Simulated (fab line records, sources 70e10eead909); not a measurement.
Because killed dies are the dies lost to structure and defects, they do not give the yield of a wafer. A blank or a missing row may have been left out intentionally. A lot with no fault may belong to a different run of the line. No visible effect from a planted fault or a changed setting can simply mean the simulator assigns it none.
Struck lot and sound lot, side by side ; flow nandHarc ; 15 steps out of a route of 1302
Sound: these wafers, L857.1, L857.2, L857.6. Wafers struck: L867.1, L867.3, L867.6. The cause comes at the end.
Order at every step that has rows: each side's tool, ch and its chambers, its first start. Under that, the readings that differ: sound wafers ; struck wafers ; difference of the means ; sigmas: that difference in standard deviations of wafers without a fault.
alike: a reading whose means differ by less than 2 such deviations, as well as words and numbers matching on both sides. not compared: withheld readings; readings where some wafer has no value; bounds like >300 that might hide an equal value; numbers whose values overlap and for which the record gives no deviation.
The two part at a step that has a row with sigmas, a row that says differs or no value, or rows on one side only. When numbers do not overlap yet have no deviation, they are printed without sigmas and do not part them. A reading that every wafer of one side lacks parts them only if that side has two wafers or more.

first, 7 steps without rows for these wafers: NHARC_P_ZERO_WELL_HMDS_17 (time 30 s); NHARC_P_ZERO_WELL_COAT_18; NHARC_P_ZERO_WELL_SOFTBAKE_19 (time 95 s); NHARC_P_ZERO_WELL_EBR_20; NHARC_P_ZERO_WELL_EXPOSE_21 (exposes mask P NWELL, target cd 720 nm); NHARC_P_ZERO_WELL_PEB_22 (peb time 85 s); NHARC_P_ZERO_WELL_DEVELOP_23 (time 70 s).
NHARC_P_ZERO_WELL_CD_MEAS_24: target cd 720 nm.
  sound on cdSem-02 ch 0, day 6 02:35; struck on cdSem-03 ch 0, day 10 06:29
  alike: cdNm
then, 1 step without rows for these wafers: NHARC_P_ZERO_WELL_HARDBAKE_25 (time 80 s).
NHARC_P_ZERO_WELL_DESCUM_26: chemistry O2, time 3 s.
  sound on rieDiel-06 ch 1,2, day 6 02:45; struck on rieDiel-05 ch 0,2,3, day 10 06:40
  alike: drypumpMotorCurrentA, o2FlowSccm, oesProductAu, rfVppV, showerheadPlenumPTorr, throttleValvePct
  not compared: rfHoursCounterH
then, 2 steps without rows for these wafers: NHARC_P_ZERO_WELL_IMPLANT_27; NHARC_P_ZERO_WELL_IMPLANT_57.
NHARC_P_ZERO_WELL_IMPLANT_58:
  sound on implanter-01 ch 0, day 6 03:16; struck on implanter-01, day 10 07:11
  no value came back on the struck wafers for beamEnergyKeV, beamOnS (s), doseIonsCm2; on the sound wafers beamEnergyKeV reads 99.94 99.96 100.01
then, 1 step without rows for these wafers: NHARC_P_ZERO_WELL_STRIP_28 (strips in SPM, time 840 s).
-- record jumps: 23 days between struck wafers' starts before vs after; left off in module P_ZERO_WELL, resumes in module END, first step shown is number 1302 of the route --
NHARC_END_SORT_01:
  sound on prober-02 ch 0, day 28 14:28; struck on prober-02 ch 0, day 33 03:12
reading;sound;struck;difference;sigmas
hold;- - -;awaitDispo/2.1h/scrap awaitDispo/2.1h/scrap awaitDispo/2.1h/scrap;no value on the sound wafers;
killedAtPeriphery;7 5 7;652 652 645;+643;+99 or more
killedDies;52 64 43;677 677 677;+624;+35
  alike: killedAtArray, killedAtOther, killedOpen, killedShort

== WHERE THEY PART ==
Last at NHARC_END_SORT_01 as far as this record goes, first at NHARC_P_ZERO_WELL_IMPLANT_58.

WHY: whatever the simulator had introduced
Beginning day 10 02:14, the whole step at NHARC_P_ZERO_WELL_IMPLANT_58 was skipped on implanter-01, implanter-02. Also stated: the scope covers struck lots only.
